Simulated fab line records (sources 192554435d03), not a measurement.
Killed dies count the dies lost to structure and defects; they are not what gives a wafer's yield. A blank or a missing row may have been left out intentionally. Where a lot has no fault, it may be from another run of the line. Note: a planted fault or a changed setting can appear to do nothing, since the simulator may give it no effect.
Split-lot trial / flow n5Finfet / 21 wafers read from 7 lots, route of 1938 steps

== ABOUT THE SPLIT ==
At N5_BEOL_M4_DESCUM_16 (chemistry O2, time 7 s), the setting timeS was moved away from the recipe's 7 s on 6 of the 21 wafers read, by -19.8% to +21.5%. For the rest of the wafers, this setting stayed at what the recipe calls for.

== SPLIT TO READING: what lies between them in the file, 1 step ==
- N5_BEOL_M4_ETCH_74: etches underlayer in N2/H2, target depth 6.5 nm, time 5.2 s

== THE READING ==
CAR-EUV_of_BEOL_M4_COAT_05.thkNm (the simulator's own value, which no gauge read), in nm, at N5_BEOL_M4_ETCH_63 (etches SiARC in CF4, target depth 15.6 nm, time 26 s). No usual value for it is given in the file. Here, 15 wafers ran the recipe; their average is 11.1 nm with a standard deviation of 0.088 nm.

wafer=L080.1; tool, chamber at the split=rieDiel-05, 3,1,0; timeS as run, s=7; against the recipe=recipe; CAR-EUV_of_BEOL_M4_COAT_05.thkNm, nm=11; against lot-mates on the recipe=-
wafer=L080.4; tool, chamber at the split=rieDiel-05, 3,1,0; timeS as run, s=7; against the recipe=recipe; CAR-EUV_of_BEOL_M4_COAT_05.thkNm, nm=11; against lot-mates on the recipe=-
wafer=L080.5; tool, chamber at the split=rieDiel-05, 3,1,0; timeS as run, s=7; against the recipe=recipe; CAR-EUV_of_BEOL_M4_COAT_05.thkNm, nm=11.2; against lot-mates on the recipe=-
wafer=L083.2; tool, chamber at the split=rieDiel-05, 2,3; timeS as run, s=7; against the recipe=recipe; CAR-EUV_of_BEOL_M4_COAT_05.thkNm, nm=11.2; against lot-mates on the recipe=-
wafer=L083.3; tool, chamber at the split=rieDiel-05, 1; timeS as run, s=7; against the recipe=recipe; CAR-EUV_of_BEOL_M4_COAT_05.thkNm, nm=11.2; against lot-mates on the recipe=-
wafer=L083.4; tool, chamber at the split=rieDiel-05, 2,3; timeS as run, s=7; against the recipe=recipe; CAR-EUV_of_BEOL_M4_COAT_05.thkNm, nm=11.2; against lot-mates on the recipe=-
wafer=L084.3; tool, chamber at the split=rieDiel-05, 0,2; timeS as run, s=7; against the recipe=recipe; CAR-EUV_of_BEOL_M4_COAT_05.thkNm, nm=11.2; against lot-mates on the recipe=-
wafer=L084.6; tool, chamber at the split=rieDiel-05, 0,2; timeS as run, s=7; against the recipe=recipe; CAR-EUV_of_BEOL_M4_COAT_05.thkNm, nm=11.2; against lot-mates on the recipe=-
wafer=L084.4; tool, chamber at the split=rieDiel-05, 3; timeS as run, s=7; against the recipe=recipe; CAR-EUV_of_BEOL_M4_COAT_05.thkNm, nm=11; against lot-mates on the recipe=-
wafer=L085.3; tool, chamber at the split=rieDiel-01, 2; timeS as run, s=7; against the recipe=recipe; CAR-EUV_of_BEOL_M4_COAT_05.thkNm, nm=11.2; against lot-mates on the recipe=-
wafer=L085.4; tool, chamber at the split=rieDiel-01, 1,3; timeS as run, s=7; against the recipe=recipe; CAR-EUV_of_BEOL_M4_COAT_05.thkNm, nm=11.2; against lot-mates on the recipe=-
wafer=L085.6; tool, chamber at the split=rieDiel-01, 1,3; timeS as run, s=7; against the recipe=recipe; CAR-EUV_of_BEOL_M4_COAT_05.thkNm, nm=11.2; against lot-mates on the recipe=-
wafer=L076.1; tool, chamber at the split=rieDiel-03, 1,2; timeS as run, s=8.503; against the recipe=+21.5%; CAR-EUV_of_BEOL_M4_COAT_05.thkNm, nm=10.2; against lot-mates on the recipe=-1.0
wafer=L076.3; tool, chamber at the split=rieDiel-03, 1,2; timeS as run, s=8.503; against the recipe=+21.5%; CAR-EUV_of_BEOL_M4_COAT_05.thkNm, nm=10.2; against lot-mates on the recipe=-1.0
wafer=L076.2; tool, chamber at the split=rieDiel-03, 0; timeS as run, s=7; against the recipe=recipe; CAR-EUV_of_BEOL_M4_COAT_05.thkNm, nm=11.2; against lot-mates on the recipe=-
wafer=L090.1; tool, chamber at the split=rieDiel-01, 0,3; timeS as run, s=7; against the recipe=recipe; CAR-EUV_of_BEOL_M4_COAT_05.thkNm, nm=11; against lot-mates on the recipe=-
wafer=L090.3; tool, chamber at the split=rieDiel-01, 0,3; timeS as run, s=7; against the recipe=recipe; CAR-EUV_of_BEOL_M4_COAT_05.thkNm, nm=11.2; against lot-mates on the recipe=-
wafer=L090.4; tool, chamber at the split=rieDiel-01, 2; timeS as run, s=8.368; against the recipe=+19.5%; CAR-EUV_of_BEOL_M4_COAT_05.thkNm, nm=10.6; against lot-mates on the recipe=-0.5
wafer=L093.1; tool, chamber at the split=rieDiel-05, 2,0; timeS as run, s=5.615; against the recipe=-19.8%; CAR-EUV_of_BEOL_M4_COAT_05.thkNm, nm=11.8; against lot-mates on the recipe=no lot-mate on the recipe
wafer=L093.3; tool, chamber at the split=rieDiel-05, 1; timeS as run, s=5.615; against the recipe=-19.8%; CAR-EUV_of_BEOL_M4_COAT_05.thkNm, nm=12; against lot-mates on the recipe=no lot-mate on the recipe
wafer=L093.5; tool, chamber at the split=rieDiel-05, 2,0; timeS as run, s=5.615; against the recipe=-19.8%; CAR-EUV_of_BEOL_M4_COAT_05.thkNm, nm=12; against lot-mates on the recipe=no lot-mate on the recipe
The file does not say which wafer passed through which chamber wherever a row lists several chambers: such a row stands for several wafers.

FIT RESULTS
A straight line over all 21 wafers: CAR-EUV_of_BEOL_M4_COAT_05.thkNm changes by -0.0396 nm for each +1% of timeS; r = -0.97; the points scatter about the line by 0.11 nm.
The same after taking each lot's own level away (the mean of its wafers on the recipe; 18 wafers): -0.0405 nm for each +1%; r = -0.95; scatter 0.11 nm.
The reading moves by 0.87 nm for the largest change in timeS, on that fit.
From 11.07 to 11.20 nm: that is the span of the lots' own levels, equal to 1.5 times the standard deviation above.
Hence the lot-to-lot level has little effect on the slope; both slopes agree.
Check: for one of the wafers moved furthest among these (+21.5%), held out of the fit, the line's prediction against its lot-mates is -0.796 nm. It came out at -1 nm against them.

== OTHER SPLITS ON THESE WAFERS ==
Before the reading, these wafers also passed through other splits. Each is held against what the fit with the lots' levels taken away leaves over:
other split on the same wafers=N5_MOL_CONTACT_COAG_DESCUM_45 timeS; wafers away from the commonest value=7; r with CAR-EUV_of_BEOL_M4_COAT_05.thkNm (lot level and that fit taken away)=+0.35
other split on the same wafers=N5_MOL_CONTACT_COAG_ETCH_67 sourceW; wafers away from the commonest value=5; r with CAR-EUV_of_BEOL_M4_COAT_05.thkNm (lot level and that fit taken away)=+0.10
other split on the same wafers=N5_MOL_CONTACT_COAG_CVD_140 targetThkA; wafers away from the commonest value=9; r with CAR-EUV_of_BEOL_M4_COAT_05.thkNm (lot level and that fit taken away)=-0.17
other split on the same wafers=N5_BEOL_M0_SAQP_PECVD_00 timeS; wafers away from the commonest value=6; r with CAR-EUV_of_BEOL_M4_COAT_05.thkNm (lot level and that fit taken away)=+0.30
other split on the same wafers=N5_BEOL_M1_COAT_05 spinRpm; wafers away from the commonest value=10; r with CAR-EUV_of_BEOL_M4_COAT_05.thkNm (lot level and that fit taken away)=-0.30
other split on the same wafers=N5_BEOL_M1_ETCH_64 timeS; wafers away from the commonest value=7; r with CAR-EUV_of_BEOL_M4_COAT_05.thkNm (lot level and that fit taken away)=-0.28
other split on the same wafers=N5_BEOL_M3_HM_DEP_02 targetThkA; wafers away from the commonest value=7; r with CAR-EUV_of_BEOL_M4_COAT_05.thkNm (lot level and that fit taken away)=-0.21

== THE WHOLE CHAIN: every reading that the file lists as answering this split, in the file's order ==
step=N5_BEOL_M4_DESCUM_16; what it does=chemistry O2, time 7 s; reading=CAR-EUV_of_BEOL_M4_COAT_05.thkNm (the simulator's own value, which no gauge read); change (the file's fit)=-0.0343 nm for each +1% of the setting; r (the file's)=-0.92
step=N5_BEOL_M4_ETCH_74; what it does=etches underlayer in N2/H2, target depth 6.5 nm, time 5.2 s; reading=CAR-EUV_of_BEOL_M4_COAT_05.thkNm (the simulator's own value, which no gauge read); change (the file's fit)=-0.0394 nm for each +1% of the setting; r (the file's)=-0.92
step=N5_BEOL_M4_ETCH_63; what it does=etches SiARC in CF4, target depth 15.6 nm, time 26 s; reading=CAR-EUV_of_BEOL_M4_COAT_05.thkNm (the simulator's own value, which no gauge read); change (the file's fit)=-0.0371 nm for each +1% of the setting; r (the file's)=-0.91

== FILE'S OWN FIT ==
CAR-EUV_of_BEOL_M4_COAT_05.thkNm changes by -0.0371 nm for each +1% of timeS, r = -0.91.
